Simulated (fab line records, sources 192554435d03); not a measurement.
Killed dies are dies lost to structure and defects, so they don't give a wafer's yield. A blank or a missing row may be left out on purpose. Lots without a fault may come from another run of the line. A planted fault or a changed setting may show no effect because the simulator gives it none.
Split-lot experiment | flow n5_finfet | 7 lots, 21 wafers read, on a route of 1938 steps

THE SPLIT
At N5_BEOL_M11_DESCUM_16 (chemistry O2, time 7.9 s), the setting time_s was moved away from the recipe's 7.9 s on 8 of the 21 wafers read, by -20.6% to +19.3%. The other wafers ran this setting at the recipe's value.

The file shows no step between the split and the reading.

THE READING
CAR-ArF_of_BEOL_M11_COAT_05.thk_nm (the simulator's own value, which no gauge read), in nm, at N5_BEOL_M11_ETCH_61 (etches SiARC in CF4, target depth 39 nm, time 65 s). The file gives no usual value for it. The 13 wafers here that ran the recipe average 55.4 nm, standard deviation 0.21 nm.

wafer  | tool, chamber at the split | time_s as run, s | against the recipe | CAR-ArF_of_BEOL_M11_COAT_05.thk_nm, nm | against lot-mates on the recipe
L075.1 | rie_diel-04, 3             | 7.9              | recipe             | 55                                     | -
L075.2 | rie_diel-04, 1             | 7.9              | recipe             | 55                                     | -
L075.5 | rie_diel-04, 2             | 7.9              | recipe             | 55.4                                   | -
L074.2 | rie_diel-02, 0             | 6.948            | -12.1%             | 56                                     | +0.6
L074.4 | rie_diel-02, 3,1           | 7.9              | recipe             | 55.4                                   | -
L074.5 | rie_diel-02, 3,1           | 7.9              | recipe             | 55.4                                   | -
L079.1 | rie_diel-04, 0             | 6.269            | -20.6%             | 56.2                                   | +0.8
L079.2 | rie_diel-04, 2             | 6.269            | -20.6%             | 56.4                                   | +1.0
L079.4 | rie_diel-04, 3             | 7.9              | recipe             | 55.4                                   | -
L088.1 | rie_diel-06, 1,2           | 6.787            | -14.1%             | 56.6                                   | +1.0
L088.2 | rie_diel-06, 1,2           | 6.787            | -14.1%             | 56.4                                   | +0.8
L088.6 | rie_diel-06, 3             | 7.9              | recipe             | 55.6                                   | -
L091.1 | rie_diel-02, 1,3           | 7.9              | recipe             | 55.2                                   | -
L091.5 | rie_diel-02, 1,3           | 7.9              | recipe             | 55.2                                   | -
L091.6 | rie_diel-02, 2             | 7.9              | recipe             | 55.6                                   | -
L093.2 | rie_diel-02, 1             | 9.371            | +18.6%             | 54.6                                   | -0.8
L093.3 | rie_diel-02, 2             | 9.371            | +18.6%             | 54.8                                   | -0.6
L093.5 | rie_diel-02, 2             | 7.9              | recipe             | 55.4                                   | -
L094.1 | rie_diel-04, 3             | 7.9              | recipe             | 55.6                                   | -
L094.2 | rie_diel-04, 0             | 7.9              | recipe             | 55.6                                   | -
L094.5 | rie_diel-04, 0             | 9.421            | +19.3%             | 54.4                                   | -1.2
Where a row lists several chambers, the file gives one row for several wafers and doesn't say which wafer went through which chamber.

THE FIT
A straight line over all 21 wafers: CAR-ArF_of_BEOL_M11_COAT_05.thk_nm changes by -0.0488 nm for each +1% of time_s; r = -0.92; the points scatter about the line by 0.24 nm.
The same after taking each lot's own level away (the mean of its wafers on the recipe; 21 wafers): -0.0482 nm for each +1%; r = -0.96; scatter 0.17 nm.
On that fit, the largest move of time_s shifts the reading by 0.99 nm.
The lots' own levels span 55.13 to 55.60 nm, that is 2.3 times the standard deviation above.
So the lot-to-lot level changes the slope little: the two slopes agree.
Check: with one of the wafers moved furthest among these (-20.6%) left out of the fit, the line predicts +1.07 nm for it against its lot-mates. It came out at +0.8 nm against them.

OTHER SPLITS ON THESE WAFERS
These wafers also went through other splits before the reading. Each is held against what the fit with the lots' levels taken away leaves over:
other split on the same wafers | wafers away from the commonest value | r with CAR-ArF_of_BEOL_M11_COAT_05.thk_nm (lot level and that fit taken away)
N5_BEOL_M11_COAT_59 spin_rpm   | 6                                    | -0.16

THE WHOLE CHAIN: every reading that the file lists as answering this split, in the file's order
step                  | what it does                                       | reading                                                                             | change (the file's fit)                | r (the file's)
N5_BEOL_M11_DESCUM_16 | chemistry O2, time 7.9 s                           | CAR-ArF_of_BEOL_M11_COAT_05.thk_nm (the simulator's own value, which no gauge read) | -0.0479 nm for each +1% of the setting | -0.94
N5_BEOL_M11_ETCH_61   | etches SiARC in CF4, target depth 39 nm, time 65 s | CAR-ArF_of_BEOL_M11_COAT_05.thk_nm (the simulator's own value, which no gauge read) | -0.0502 nm for each +1% of the setting | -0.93

THE FILE'S OWN FIT
CAR-ArF_of_BEOL_M11_COAT_05.thk_nm changes by -0.0502 nm for each +1% of time_s, r = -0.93.
